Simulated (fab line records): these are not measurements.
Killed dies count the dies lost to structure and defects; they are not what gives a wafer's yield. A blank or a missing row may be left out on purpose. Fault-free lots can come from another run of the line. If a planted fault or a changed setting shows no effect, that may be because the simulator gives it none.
fab line records -- flow n5-finfet
record lots=6, wafers=18, last-day=17
route steps=1938 shown BEOL_M13@1693 PASSIVATION@1936
lots that met no fault: from a run of the same line without faults
start-h: the number of hours between the record's first day and the start of the first shown wafer of the lot -- wait-h: hours elapsed since this lot's preceding step -- " unchanged from the row above -- L1.1+2: a row that stands for several wafers -- - no value present, or no start provided -- * or withheld: withheld -- < > ~ a bound
route shown NAME@n: NAME is a module with steps in the file, n the number in the route of the first one -- usual: mean and standard deviation over wafers with no fault -- same: alike in all rows -- chamber/n: place in a boat -- sites: per-site readings -- _std_site: standard deviation across them -- _edge_site: outer sites' mean less inner sites' -- radius-mm: how far each site lies from the wafer's centre -- mask NAME#n: copy n -- behind: the most recent tool/chamber to have shaped the wafer -- hold: the reason the lot was held/the length of the hold in hours/how it ended -- device: the transistor (n, p or np) that didn't switch -- end of line: at the end of the route, the tests of the same wafers -- for a step that has no rows: nothing shown but its recipe -- killed: not the wafer's yield, but the dies lost to structure and defects at the first sort -- map: the dies of a wafer, with x for killed, . for not killed, _ for no die there
set.NAME: the setting as run; set.NAME@STEP: as run at that earlier step -- model.NAME: the simulator's own value behind a step, which no gauge read
lots at some steps of the route; a table a step, a row a wafer
services: the hour from which a tool's chamber was out of use, counted from the record's first day as start-h (under 0 if before that day), plus the number of hours and why
## steps
# step N5_BEOL_M13_ETCH_67
# recipe chemistry=CF4, target=SiARC, target-depth-a=1430, time-s=238.3, ion-energy-ev=80, pressure-mtorr=40, source-w=545, bias-w=36, Ar_flow_sccm=100, cf4-flow-sccm=100, ends=cleared
# usual drypump-motor-current-A=6.0/0.56, etch-rf-on-time-s=235/5.8, mfc-ar-sccm=99.95/0.28, oes-product-au=0.71/0.079, rf-vpp-V=183.9/1.1, showerhead-plenum-p-Torr=2.13/0.06, throttle-valve-pct=15.57/0.25
lot.wafer,tool,chamber,start-h,wait-h,drypump-motor-current-A,etch-rf-on-time-s,mfc-ar-sccm,oes-product-au,rf-hours-counter-h,rf-vpp-V,showerhead-plenum-p-Torr,throttle-valve-pct
L379.1,rie-diel-04,3,239.35,0.0,5.6,237,100.33,0.63,183,183.8,2.22,16.07
L379.2,rie-diel-04,1,239.35,0.0,6.5,241,99.94,0.72,51,183.6,2.08,15.78
L379.6,rie-diel-04,1,239.35,0.0,6.5,243,99.97,0.72,-,182.5,2.08,15.79
L390.1,rie-diel-06,1,301.04,0.0,5.9,232,99.89,0.78,34,184.8,2.10,15.53
L390.2,rie-diel-06,0,301.04,0.0,6.1,229,99.82,0.65,155,183.2,2.14,15.77
L390.4,rie-diel-06,1,301.04,0.0,6.0,231,99.61,0.78,-,183.4,2.10,15.56
L394.4,rie-diel-06,0,331.19,0.0,6.1,234,99.66,0.64,165,184.6,2.14,15.82
L394.5,rie-diel-06,1,331.19,0.0,5.9,232,99.87,0.77,-,183.3,2.09,15.57
L394.6,rie-diel-06,2,331.19,0.0,4.9,233,100.21,0.82,-,184.7,2.11,15.40
L397.1,rie-diel-06,3,344.97,0.0,6.8,235,100.36,0.77,28,185.4,2.25,15.35
L397.2,rie-diel-06,0,344.97,0.0,6.1,233,99.67,0.63,171,182.7,2.14,15.82
L397.6,rie-diel-06,0,344.97,0.0,6.1,232,99.44,0.63,-,184.4,2.14,15.83
L401.1,rie-diel-03,2,366.99,0.0,6.2,230,99.78,0.75,50,184.7,2.15,15.07
L401.4,rie-diel-03,1,366.99,0.0,5.8,231,100.17,0.61,224,184.7,2.18,15.87
L401.5,rie-diel-03,3,366.99,0.0,6.4,238,100.18,0.76,-,184.3,2.08,15.36
L402.1,rie-diel-06,1,387.52,0.0,5.9,235,99.62,0.74,62,182.1,2.09,15.61
L402.2,rie-diel-06,2,387.52,0.0,4.9,230,100.29,0.79,20,183.1,2.10,15.45
L402.4,rie-diel-06,0,387.52,0.0,6.1,235,100.59,0.62,178,184.3,2.14,15.83
# step N5_BEOL_M13_ETCH_68
# recipe chemistry=N2/H2, target=SOC, mask-material=SiARC, source-w=3000, bias-w=350, temp-c=40, time-s=355, ion-energy-ev=200, pressure-mtorr=30, n2-flow-sccm=200, h2-flow-sccm=200
# usual drypump-motor-current-A=6.0/0.57, oes-product-au=0.83/0.091, rf-vpp-V=523.7/2.4, showerhead-plenum-p-Torr=2.53/0.089, throttle-valve-pct=17.69/0.27
lot.wafer,tool,chamber,start-h,wait-h,drypump-motor-current-A,oes-product-au,rf-hours-counter-h,rf-vpp-V,showerhead-plenum-p-Torr,throttle-valve-pct
L379.1,rie-diel-04,3,239.50,0.1,5.6,0.74,183,525.2,2.66,18.33
L379.2,rie-diel-04,1,239.50,0.1,6.5,0.84,51,521.7,2.47,18.02
L379.6,rie-diel-04,1,239.50,0.1,6.4,0.85,-,523.1,2.47,18.04
L390.1,rie-diel-06,1,301.18,0.1,5.9,0.90,34,521.8,2.47,17.56
L390.2,rie-diel-06,0,301.18,0.1,6.1,0.76,155,524.1,2.54,17.88
L390.4,rie-diel-06,1,301.18,0.1,6.0,0.91,-,521.9,2.47,17.59
L394.4,rie-diel-06,0,331.34,0.1,6.1,0.73,166,523.0,2.53,17.89
L394.5,rie-diel-06,1,331.34,0.1,5.9,0.87,-,522.3,2.46,17.60
L394.6,rie-diel-06,2,331.34,0.1,4.9,0.95,-,523.3,2.49,17.39
L397.1,rie-diel-06,3,345.12,0.1,6.8,0.90,28,528.4,2.71,17.65
L397.2,rie-diel-06,0,345.12,0.1,6.1,0.72,171,524.3,2.53,17.90
L397.6,rie-diel-06,0,345.12,0.1,6.1,0.73,-,522.1,2.53,17.91
L401.1,rie-diel-03,2,367.14,0.1,6.2,0.86,50,525.3,2.54,17.11
L401.4,rie-diel-03,1,367.14,0.1,5.8,0.69,224,524.9,2.60,17.91
L401.5,rie-diel-03,3,367.14,0.1,6.5,0.88,-,521.6,2.48,17.68
L402.1,rie-diel-06,1,387.67,0.1,5.9,0.85,62,523.4,2.45,17.64
L402.2,rie-diel-06,2,387.67,0.1,4.9,0.90,20,522.7,2.48,17.43
L402.4,rie-diel-06,0,387.67,0.1,6.1,0.71,178,523.7,2.53,17.90
# step N5_BEOL_M13_STRIP_69
# recipe chemistry=N2/H2, temp-c=40, n2-flow-sccm=200, h2-flow-sccm=200, rf-frequency-hz=6e+07
# step N5_BEOL_M13_TRENCH_ETCH_34
# recipe chemistry=C4F8/O2/Ar, target=SiOC, target-depth-a=4134.7, mask-material=SOC, pressure-mtorr=30, source-w=3000, bias-w=700, Ar_flow_sccm=400, C4F8_flow_sccm=15, O2_flow_sccm=8, he-inner-torr=15, he-outer-torr=30, time-s=162.6, ion-energy-ev=250
# step N5_BEOL_M13_STRIP_70
# recipe chemistry=C4F8/O2/Ar, resist=SiARC, rf-frequency-hz=6e+07
# step N5_BEOL_M13_OCD_MEAS_35
# usual trench-depth-nm=411/6.3
lot.wafer,tool,chamber,start-h,wait-h,trench-depth-nm
L379.1,ocd-01,-,239.89,0.0,415
L379.2,ocd-01,-,239.89,0.0,407
L379.6,ocd-01,-,239.89,0.0,410
L390.1,ocd-01,-,301.58,0.0,412
L390.2,ocd-01,-,301.58,0.0,413
L390.4,ocd-01,-,301.58,0.0,409
L394.4,ocd-02,-,331.74,0.0,410
L394.5,ocd-02,-,331.74,0.0,412
L394.6,ocd-02,-,331.74,0.0,412
L397.1,ocd-02,-,345.52,0.0,412
L397.2,ocd-02,-,345.52,0.0,409
L397.6,ocd-02,-,345.52,0.0,409
L401.1,ocd-02,-,367.53,0.0,419
L401.4,ocd-02,-,367.53,0.0,402
L401.5,ocd-02,-,367.53,0.0,411
L402.1,ocd-01,-,388.06,0.0,409
L402.2,ocd-01,-,388.06,0.0,409
L402.4,ocd-01,-,388.06,0.0,400
# step N5_BEOL_M13_STRIP_37
# recipe chemistry=N2/H2, power-w=1000, temp-c=250, h2-frac=0.65, overash-fraction=0.3, pressure-mtorr=withheld, n2-flow-sccm=1750, h2-flow-sccm=3250
# step N5_BEOL_M13_ETCH_38
# recipe chemistry=CF4/N2, target=SiCN, target-depth-a=675, taper-deg=2, time-s=71.9, ion-energy-ev=150, mask-material=SiO2, pressure-mtorr=40, source-w=430, bias-w=70, Ar_flow_sccm=100, cf4-flow-sccm=60, n2-flow-sccm=60
# usual drypump-motor-current-A=6.0/0.49, mfc-ar-sccm=100.0/0.3, oes-product-au=0.79/0.098, rf-vpp-V=382.1/1.8, showerhead-plenum-p-Torr=2.19/0.059, throttle-valve-pct=15.5/0.32
lot.wafer,tool,chamber,start-h,wait-h,drypump-motor-current-A,mfc-ar-sccm,oes-product-au,rf-hours-counter-h,rf-vpp-V,showerhead-plenum-p-Torr,throttle-valve-pct
L379.1,rie-diel-03,0,243.50,-,6.3,99.8,0.76,177,381.4,2.10,15.5
L379.2,rie-diel-03,2,243.50,-,6.2,100.1,0.97,6,382.3,2.22,14.8
L379.6,rie-diel-03,2,243.50,-,6.2,100.5,0.97,-,383.3,2.22,14.8
L390.1,rie-diel-03,1,303.69,-,5.8,100.1,0.74,204,384.4,2.26,15.7
L390.2,rie-diel-03,0,303.69,-,6.4,99.3,0.74,200,379.1,2.09,15.5
L390.4,rie-diel-03,3,303.69,-,6.5,99.9,0.94,17,381.2,2.15,15.1
L394.4,rie-diel-04,1,333.46,-,6.5,99.4,0.82,73,381.2,2.13,15.7
L394.5,rie-diel-04,2,333.46,-,5.1,99.8,0.79,-,380.7,2.15,15.5
L394.6,rie-diel-04,1,333.46,-,6.5,99.8,0.81,-,380.2,2.13,15.6
L397.1,rie-diel-04,1,346.23,-,6.4,99.6,0.81,78,381.6,2.13,15.6
L397.2,rie-diel-04,2,346.23,-,5.1,99.5,0.78,97,380.6,2.15,15.5
L397.6,rie-diel-04,3,346.23,-,5.6,100.3,0.72,-,383.6,2.29,16.0
L401.1,rie-diel-03,2,368.97,-,6.2,99.9,0.88,50,382.3,2.21,14.9
L401.4,rie-diel-03,3,368.97,-,6.5,99.9,0.90,38,378.5,2.15,15.2
L401.5,rie-diel-03,3,368.97,-,6.5,100.1,0.90,-,379.5,2.15,15.2
L402.1,rie-diel-04,1,389.38,-,6.5,100.2,0.80,89,378.8,2.13,15.7
L402.2,rie-diel-04,2,389.38,-,5.1,100.3,0.76,107,380.6,2.15,15.5
L402.4,rie-diel-04,3,389.38,-,5.6,99.7,0.70,224,383.1,2.28,16.0
# step N5_BEOL_M13_PRECLEAN_39
# recipe chemistry=residue-remover, time-s=60, temp-c=40
# step N5_BEOL_M13_SRD_40
# recipe time-s=30, temp-c=23, rinse-liquid=diw, dry=n2-spin, spin-rpm=1500, dry-time-s=30
# step N5_BEOL_M13_DEGAS_41
# recipe ambient=vacuum, temp-c=250, time-s=60
# usual heater-power-w=327/33
lot.wafer,tool,chamber,start-h,wait-h,heater-power-w
L379.1,pvd-sputter-02,-,243.69,0.0,348
L379.2,pvd-sputter-02,-,243.69,0.0,345
L379.6,pvd-sputter-02,-,243.69,0.0,359
L390.1,pvd-sputter-01,-,304.15,0.3,292
L390.2,pvd-sputter-01,-,304.15,0.3,289
L390.4,pvd-sputter-01,-,304.15,0.3,314
L394.4,pvd-sputter-01,-,334.29,0.7,303
L394.5,pvd-sputter-01,-,334.29,0.7,382
L394.6,pvd-sputter-01,-,334.29,0.7,307
L397.1,pvd-sputter-03,-,346.57,0.2,299
L397.2,pvd-sputter-03,-,346.57,0.2,294
L397.6,pvd-sputter-03,-,346.57,0.2,293
L401.1,pvd-sputter-01,-,369.30,0.2,370
L401.4,pvd-sputter-01,-,369.30,0.2,293
L401.5,pvd-sputter-01,-,369.30,0.2,316
L402.1,pvd-sputter-02,-,389.72,0.2,348
L402.2,pvd-sputter-02,-,389.72,0.2,316
L402.4,pvd-sputter-02,-,389.72,0.2,402
# step N5_BEOL_M13_PRE_CLEAN_42
# recipe gas=H2/He, time-s=30, temp-c=250
# usual heater-power-w=327/34
lot.wafer,tool,chamber,start-h,wait-h,heater-power-w
L379.1,pvd-sputter-02,-,243.73,0.0,345
L379.2,pvd-sputter-02,-,243.73,0.0,349
L379.6,pvd-sputter-02,-,243.73,0.0,352
L390.1,pvd-sputter-01,-,304.19,0.0,293
L390.2,pvd-sputter-01,-,304.19,0.0,298
L390.4,pvd-sputter-01,-,304.19,0.0,320
L394.4,pvd-sputter-01,-,334.33,0.0,297
L394.5,pvd-sputter-01,-,334.33,0.0,378
L394.6,pvd-sputter-01,-,334.33,0.0,311
L397.1,pvd-sputter-03,-,346.61,0.0,287
L397.2,pvd-sputter-03,-,346.61,0.0,302
L397.6,pvd-sputter-03,-,346.61,0.0,289
L401.1,pvd-sputter-01,-,369.34,0.0,376
L401.4,pvd-sputter-01,-,369.34,0.0,295
L401.5,pvd-sputter-01,-,369.34,0.0,310
L402.1,pvd-sputter-02,-,389.76,0.0,347
L402.2,pvd-sputter-02,-,389.76,0.0,323
L402.4,pvd-sputter-02,-,389.76,0.0,402
# step N5_BEOL_M13_SPUTTER_43
# recipe material=TaN, target-thk-a=150, temp-c=50, bias-v=168.6, power-w=15000, chamber-pressure-pa=0.12, time-s=24.19
# usual throttle-valve-pct=30.1/1.4
lot.wafer,tool,chamber,start-h,wait-h,throttle-valve-pct,model.TaN_of_BEOL_M13_SPUTTER_43.thk-nm
L379.1,pvd-sputter-02,-,243.77,0.0,31.2,15.2
L379.2,pvd-sputter-02,-,243.77,0.0,31.7,15
L379.6,pvd-sputter-02,-,243.77,0.0,31.6,14.8
L390.1,pvd-sputter-01,-,304.23,0.0,27.3,15
L390.2,pvd-sputter-01,-,304.23,0.0,29.0,14.8
L390.4,pvd-sputter-01,-,304.23,0.0,30.4,14.2
L394.4,pvd-sputter-01,-,334.39,0.0,29.1,15.2
L394.5,pvd-sputter-01,-,334.39,0.0,30.6,27.8
L394.6,pvd-sputter-01,-,334.39,0.0,30.6,14.6
L397.1,pvd-sputter-03,-,346.65,0.0,32.4,15.2
L397.2,pvd-sputter-03,-,346.65,0.0,27.8,15
L397.6,pvd-sputter-03,-,346.65,0.0,28.1,14.8
L401.1,pvd-sputter-01,-,369.38,0.0,30.9,15
L401.4,pvd-sputter-01,-,369.38,0.0,27.3,15
L401.5,pvd-sputter-01,-,369.38,0.0,30.4,27.6
L402.1,pvd-sputter-02,-,389.80,0.0,31.2,15.4
L402.2,pvd-sputter-02,-,389.80,0.0,30.2,15.4
L402.4,pvd-sputter-02,-,389.80,0.0,29.4,15.2
# step N5_BEOL_M13_SPUTTER_44
# recipe material=Ta, target-thk-a=100, temp-c=50, bias-v=80, power-w=15000, chamber-pressure-pa=0.07, time-s=16.13
# step N5_BEOL_M13_SPUTTER_45
# recipe material=Cu, target-thk-a=800, temp-c=-20, bias-v=60, power-w=26000, chamber-pressure-pa=0.13, time-s=13.33
# step N5_BEOL_M13_ECD_47
# recipe material=Cu, target-thk-a=9360
# step N5_BEOL_M13_ANNEAL_48
# recipe temp-c=225, time-s=90, ambient=N2
# step N5_BEOL_M13_CMP_49
# recipe stop-on=SiOC, t-overpolish-s=17.1, down-force-psi=1, platen-rpm=50, clearing-platen-down-force-psi=1.5, clearing-platen-rpm=50, post-cmp-clean=cu-alkaline, target-thk-nm=420, clearing-platen-pad-velocity-m-s=0.99484, pad-velocity-m-s=0.99484
# usual barrier-field-endpoint-s=30.3/1, motor-current-A=6.3/0.62
lot.wafer,tool,chamber,start-h,wait-h,barrier-field-endpoint-s,motor-current-A,model.Cu_of_BEOL_M13_ECD_47.thk-nm
L379.2,cmp-04,3,244.52,0.2,28.3,6.4,411.4
L379.1,cmp-04,0,244.52,0.2,29.4,6.5,420.4
L379.6,cmp-04,0,244.52,0.2,29.3,6.6,414.8
L390.1,cmp-04,1,304.96,0.3,29.9,6.9,416.8
L390.2,cmp-04,3,304.96,0.3,30.5,6.7,417.6
L390.4,cmp-04,0,304.96,0.3,29.3,6.0,416.2
L394.4,cmp-04,3,335.22,0.2,30.8,6.7,415.4
L394.6,cmp-04,0,335.22,0.2,29.7,6.5,418.4
L394.5,cmp-04,1,335.22,0.2,44.9,6.6,404.2
L397.2,cmp-03,0,347.38,0.2,29.4,5.5,412.8
L397.1,cmp-03,2,347.38,0.2,30.5,7.3,418
L397.6,cmp-03,0,347.38,0.2,27.9,5.3,413
L401.4,cmp-03,0,370.25,0.1,29.4,5.7,406.4
L401.1,cmp-03,3,370.25,0.1,30.5,5.2,424.6
L401.5,cmp-03,0,370.25,0.1,44.2,5.6,402.6
L402.2,cmp-03,2,390.53,0.2,31.4,6.8,415.6
L402.1,cmp-03,3,390.53,0.2,30.6,5.3,413.8
L402.4,cmp-03,1,390.53,0.2,30.0,5.7,404.8
# step N5_BEOL_M13_THK_MEAS_50
# recipe thk-meas-gauge=xrf, reads=Cu_of_BEOL_M13_ECD_47
# usual M13_THK=415/7.5
lot.wafer,tool,chamber,start-h,wait-h,M13_THK[nm]
L379.1,film-metro-02,-,244.82,-,420
L379.2,film-metro-02,-,244.82,-,413
L379.6,film-metro-02,-,244.82,-,416
L390.1,film-metro-02,-,305.26,-,417
L390.2,film-metro-02,-,305.26,-,419
L390.4,film-metro-02,-,305.26,-,416
L394.4,film-metro-02,-,335.40,-,416
L394.5,film-metro-02,-,335.40,-,405
L394.6,film-metro-02,-,335.40,-,421
L397.1,film-metro-01,-,347.68,-,414
L397.2,film-metro-01,-,347.68,-,410
L397.6,film-metro-01,-,347.68,-,409
L401.1,film-metro-01,-,370.55,-,419
L401.4,film-metro-01,-,370.55,-,401
L401.5,film-metro-01,-,370.55,-,396
L402.1,film-metro-02,-,390.83,-,407
L402.2,film-metro-02,-,390.83,-,409
L402.4,film-metro-02,-,390.83,-,398
# step N5_PASSIVATION_PROBE_49
# usual defect-limited-yield=91.0/1.4, killed_at_M0_to_M3=36/11, killed_at_M4_up=13/5.4, killed-at-contacts=12/6.4, killed-at-front-end=41/13, killed-at-other=2.9/2.3, killed-dies=106/17, killed-open=70/12, killed-short=34/8.4, sort_bin_4_leakage=0.01/0.057, sort_bin_5_function=5.2/1, sort_bin_6_memory=3.4/0.63, sort_bin_8_speed=0.1/0.49, sort-n-pass=1074/18, sort-yield-pct=91.0/1.6
# same gross-dies=1180, killed-at-back-side=0
lot.wafer,tool,chamber,start-h,wait-h,defect-limited-yield[%],killed_at_M0_to_M3,killed_at_M4_up,killed-at-contacts,killed-at-front-end,killed-at-other,killed-dies,killed-open,killed-short,sort_bin_4_leakage[%],sort_bin_5_function[%],sort_bin_6_memory[%],sort_bin_8_speed[%],sort-n-pass,sort-yield-pct[%]
L379.1,prober-02,-,268.99,0.0,90.9,31,18,9,45,4,107,62,44,0,5.1,3.3,0,1073,90.9
L379.2,prober-02,-,269.04,0.1,92.2,40,10,1,37,4,92,50,39,0,4.5,2.9,0,1088,92.2
L379.6,prober-02,-,269.24,0.3,89.5,38,10,19,56,1,124,70,47,0,4.9,4.7,0,1056,89.5
L401.1,prober-01,-,395.52,0.0,90.1,34,19,27,34,3,117,81,33,0,6.0,3.4,0,1063,90.1
L401.4,prober-01,-,395.67,0.2,91.3,22,18,11,47,5,103,68,35,0,5.4,2.9,0,1077,91.3
L401.5,prober-01,-,395.72,0.2,91.1,25,22,17,33,8,105,66,36,0,5.0,3.5,0,1075,91.1
L402.1,prober-02,-,418.30,0.0,89.8,44,28,12,30,6,120,82,35,0,5.3,4.3,0,1060,89.8
L402.2,prober-02,-,418.35,0.1,91.0,57,19,3,26,1,106,72,31,0,4.9,3.8,0,1074,91.0
L402.4,prober-02,-,418.45,0.2,91.4,49,14,8,29,1,101,69,29,0,4.8,3.5,0,1079,91.4
# killed by level:class
L379.1 FIN_SAQP:geometric-particle:open=9 BEOL_M4:geometric-particle:open=9 STI_FIN_REVEAL:geometric-particle:open=8 BEOL_M2:geometric-particle:short=8 FIN_SAQP:geometric-particle:short=7 GATE_CUT:geometric-particle:short=7 MOL_CONTACT_COAG:geometric-particle:open=7 BEOL_M0_SAQP:geometric-particle:open=5
L379.2 STI_FIN_REVEAL:geometric-particle:open=11 BEOL_M0_SAQP:geometric-particle:short=9 FIN_SAQP:geometric-particle:short=8 BEOL_M0_SAQP:geometric-particle:open=8 BEOL_M2:geometric-particle:short=6 DUMMY_GATE:geometric-particle:open=5 BEOL_M1:geometric-particle:open=5 BEOL_M3:geometric-particle:open=5
L379.6 MOL_CONTACT_COAG:geometric-particle:open=14 BEOL_M3:geometric-particle:open=11 STI_FIN_REVEAL:geometric-particle:open=8 DUMMY_GATE:geometric-particle:open=8 HKMG_FIN:area-etch=7 BEOL_M0_SAQP:geometric-particle:short=6 MOL_CONTACT_COAG:geometric-particle:short=5 FIN_SAQP:geometric-particle:short=4
L401.1 MOL_CONTACT_COAG:geometric-particle:open=20 STI_FIN_REVEAL:geometric-particle:open=11 BEOL_M4:geometric-particle:open=9 BEOL_M1:geometric-particle:open=7 FIN_SAQP:geometric-particle:open=6 FIN_SAQP:geometric-particle:short=6 MOL_CONTACT_COAG:geometric-particle:short=5 BEOL_M2:geometric-particle:open=5
L401.4 FIN_SAQP:geometric-particle:open=9 STI_FIN_REVEAL:geometric-particle:open=8 FIN_SAQP:geometric-particle:short=7 MOL_CONTACT_COAG:geometric-particle:open=7 DUMMY_GATE:geometric-particle:open=6 BEOL_M3:geometric-particle:open=6 STARTING-WAFER:geometric-particle:open=6 BEOL_M0_SAQP:geometric-particle:short=5
L401.5 MOL_CONTACT_COAG:geometric-particle:open=14 BEOL_M4:geometric-particle:open=13 GATE_CUT:geometric-particle:short=8 FIN_SAQP:geometric-particle:open=7 BEOL_M0_SAQP:geometric-particle:short=6 FIN_CUT:geometric-particle:open=4 BEOL_M1:geometric-particle:open=4 BEOL_M2:geometric-particle:open=4
L402.1 BEOL_M4:geometric-particle:open=17 MOL_CONTACT_COAG:geometric-particle:open=11 BEOL_M1:geometric-particle:open=11 FIN_SAQP:geometric-particle:open=8 BEOL_M0:geometric-particle:open=7 BEOL_M0_SAQP:geometric-particle:open=6 BEOL_M0_SAQP:geometric-particle:short=5 BEOL_M2:geometric-particle:short=5
L402.2 BEOL_M2:geometric-particle:open=17 FIN_SAQP:geometric-particle:open=9 BEOL_M1:geometric-particle:open=9 BEOL_M0_SAQP:geometric-particle:open=8 BEOL_M0_SAQP:geometric-particle:short=7 FIN_SAQP:geometric-particle:short=4 BEOL_M0:geometric-particle:open=4 BEOL_M2:geometric-particle:short=4
L402.4 BEOL_M0_SAQP:geometric-particle:short=11 BEOL_M0_SAQP:geometric-particle:open=9 MOL_CONTACT_COAG:geometric-particle:open=8 BEOL_M1:geometric-particle:open=8 STI_FIN_REVEAL:geometric-particle:open=6 FIN_SAQP:geometric-particle:open=5 BEOL_M0:geometric-particle:open=5 BEOL_M2:geometric-particle:open=5
## services
tool,chamber,start-h,hours,kind
cmp-03,-,242.22,1.0,repair
rie-diel-06,3,243.38,-,clean
rie-diel-06,3,243.38,-,consumable-replace:focus-ring
rie-diel-06,3,243.38,-,consumable-replace:showerhead
rie-diel-06,3,243.38,15.5,scheduled-down
rie-diel-06,3,243.38,15.5,vent-cycle
rie-diel-03,0,248.64,2.4,repair
rie-diel-04,0,270.55,4.8,repair
rie-diel-04,-,287.94,14.6,pm
rie-diel-06,2,298.30,-,clean
rie-diel-06,2,298.30,-,consumable-replace:focus-ring
rie-diel-03,0,321.20,4.8,repair
cmp-04,-,329.05,4.0,pm
cmp-03,-,347.68,2.1,repair
pvd-sputter-01,-,359.18,6.8,repair
cmp-03,-,361.55,6.1,pm
cmp-04,-,365.01,5.3,pm
pvd-sputter-01,-,375.36,8.1,repair
rie-diel-06,3,375.70,2.1,repair
cmp-03,-,378.15,1.3,repair
rie-diel-03,3,378.16,21.3,repair
pvd-sputter-03,-,385.54,2.5,repair
pvd-sputter-01,-,388.63,0.7,repair
pvd-sputter-03,-,390.48,8.5,repair
## key
first-sign step=N5_BEOL_M13_CMP_49, reading=barrier-field-endpoint-s, direction=up, sigmas=14, usual=30.3, struck=44.5
effect none on later readings
model-effect step=N5_BEOL_M13_SPUTTER_43, value=TaN_of_BEOL_M13_SPUTTER_43.thk-nm, without=14.8, struck=27.7
model-effect step=N5_BEOL_M13_CMP_49, value=Cu_of_BEOL_M13_ECD_47.thk-nm, without=416.2, struck=403.4
met-at N5_BEOL_M13_SPUTTER_43
struck-wafers L394.5,L401.5
onset-between 304.23 334.39
fault kind=process-parameter-drift, tool=pvd-sputter-01, chamber=-, onset-h=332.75, steps=N5_BEOL_M13_SPUTTER_43, channel=time-s, offset=*, shape=step, end-h=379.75, scope=struck-wafers-only, acts-in=*, stated=*
